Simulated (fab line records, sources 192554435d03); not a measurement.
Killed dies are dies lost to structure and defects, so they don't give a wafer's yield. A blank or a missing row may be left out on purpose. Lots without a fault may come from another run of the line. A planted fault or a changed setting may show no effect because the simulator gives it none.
A struck lot beside a sound one | flow n5_finfet | 38 steps out of a route of 1938
Sound: wafers L266.1, L266.4, L266.6. Struck: wafers L278.3, L278.5, L278.6. The cause comes at the end.
At each step with rows: each side's tool, then ch and its chambers, then its first start. Under that, the readings that differ: sound wafers | struck wafers | difference of the means | sigmas: that difference in standard deviations of wafers without a fault.
alike: readings whose means differ by less than 2 such deviations, and words and numbers that are the same on both sides. not compared: withheld readings, readings that some wafer has no value for, bounds like >300 that may hide the same value, and numbers for which the record gives no deviation and whose values overlap.
The two part at a step that has a row with sigmas, a row that says differs or no value, or rows on one side only. Numbers that don't overlap but have no deviation are shown without sigmas and don't part them. A reading that every wafer of one side lacks parts them only if that side has two wafers or more.

first, 12 steps without rows for these wafers: N5_MOL_CONTACT_COAG_DESCUM_45 (chemistry O2, time 7 s); N5_MOL_CONTACT_COAG_ETCH_65 (etches underlayer in N2/H2, target depth 13 nm, time 10.4 s); N5_MOL_CONTACT_COAG_ETCH_66 (etches SiARC in CF4, target depth 13 nm, time 21.7 s); N5_MOL_CONTACT_COAG_ALD_133 (deposits SiO2, target thk 5 nm, pulse time 1 s, co reactant pulse time 1 s); N5_MOL_CONTACT_COAG_ETCHBACK_134 (etches SiO2 in CHF3, target depth 10 nm, time 6.7 s); N5_MOL_CONTACT_COAG_ETCH_67 (etches SOC in N2/H2, target depth 60 nm, overetch 21 nm, time 101.2 s); N5_MOL_CONTACT_COAG_STRIP_68 (strips in N2/H2); N5_MOL_CONTACT_COAG_STRIP_69 (strips in N2/H2); N5_MOL_CONTACT_COAG_ETCHBACK_136 (etches SiO2 in CHF3, target depth 25 nm, time 16.7 s); N5_MOL_CONTACT_COAG_STRIP_120 (strips in CHF3); N5_MOL_CONTACT_COAG_VIA_ETCH_117 (etches SiO2 in C4F6/O2, target depth 40 nm, overetch 8 nm, time 26 s); N5_MOL_CONTACT_COAG_ETCH_124 (etches SiNx in CH3F/O2, stops on SiOC, target depth 6.5 nm).
N5_MOL_CONTACT_COAG_ETCH_48: etches SiOC in C4F6/O2, target depth 15 nm, overetch 4.5 nm, time 17 s.
  sound on rie_diel-04 ch 1,2,3, day 5 05:22; struck on rie_diel-03 ch 0,3, day 8 10:30
  reading                     | sound          | struck         | difference | sigmas
  drypump_motor_current_A (A) | 6.2 5.7 6.0    | 4.9 5.0 4.9    | -1.0       | -2
  oes_product_au (a.u.)       | 0.55 0.68 0.58 | 0.84 0.73 0.78 | +0.18      | +2
  alike: rf_vpp_V, showerhead_plenum_p_Torr, throttle_valve_pct
  not compared: rf_hours_counter_h
then, 24 steps without rows for these wafers: N5_MOL_CONTACT_COAG_STRIP_72 (strips in N2/H2); N5_MOL_CONTACT_COAG_STRIP_49 (strips in N2/H2, time 30 s); N5_MOL_CONTACT_COAG_PRECLEAN_138 (cleans in alkaline clean, time 60 s); N5_MOL_CONTACT_COAG_SRD_139 (time 30 s); N5_MOL_CONTACT_COAG_PRE_CLEAN_121; N5_MOL_CONTACT_COAG_CVD_140 (deposits W, target thk 66.5 nm, time 215 s); N5_MOL_CONTACT_COAG_PRECLEAN_127 (cleans in DIW, time 57.5 s); N5_MOL_CONTACT_COAG_SRD_128 (dry time 32 s); N5_MOL_CONTACT_COAG_CMP_52 (polishes, stops on SiO2, t overpolish 1.5 s, target thk 66.5 nm); N5_MOL_CONTACT_COAG_ANNEAL_112 (time 1800 s); N5_BEOL_M0_SAQP_PECVD_00 (deposits SiCN from 3MS/NH3, target thk 8 nm, time 14 s); N5_BEOL_M0_SAQP_ILD_DEP_01 (deposits SiOC from DEMS/O2, target thk 45.419 nm, time 8.7 s); N5_BEOL_M0_SAQP_HM_DEP_02 (deposits TiN, target thk 12 nm); N5_BEOL_M0_SAQP_PECVD_03 (deposits SiCN from 3MS/NH3, target thk 12 nm, time 21.1 s); N5_BEOL_M0_SAQP_PECVD_96 (deposits a-Si from SiH4/He, target thk 45 nm, time 45.2 s); N5_BEOL_M0_SAQP_PECVD_97 (deposits SiNx from SiH4/NH3/N2, target thk 23 nm, time 19.9 s); N5_BEOL_M0_SAQP_PECVD_04 (deposits a-Si from SiH4/He, target thk 60 nm, time 60.2 s); N5_BEOL_M0_SAQP_HM_DEP_111 (deposits SiO2 from SiH4/N2O, target thk 12 nm, time 7.2 s); N5_BEOL_M0_SAQP_COAT_81 (time 60 s, resist thk 100 nm); N5_BEOL_M0_SAQP_COAT_82 (time 60 s, resist thk 30 nm); N5_BEOL_M0_SAQP_COAT_08 (resist thk 90 nm); N5_BEOL_M0_SAQP_EBR_10; N5_BEOL_M0_SAQP_SOFTBAKE_09 (time 60 s); N5_BEOL_M0_SAQP_EXPOSE_11 (exposes mask M0 CORE, target cd 42 nm).
-- the record jumps here: 8 days lie between the struck wafers' starts before and after (it left off in module BEOL_M0_SAQP and takes up again in module PASSIVATION, whose first step shown is number 1936 of the route) --
N5_PASSIVATION_PROBE_49:
  the record has rows for the struck wafers here (prober-01, day 16 20:48) and none for the sound ones

WHERE THEY PART
First at N5_MOL_CONTACT_COAG_ETCH_48; last, within this record, at N5_PASSIVATION_PROBE_49.

WHY: what the simulator had put in
Chamber particle source: rie_diel-03, from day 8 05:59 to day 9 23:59, at N5_MOL_CONTACT_COAG_ETCH_48. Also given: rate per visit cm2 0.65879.
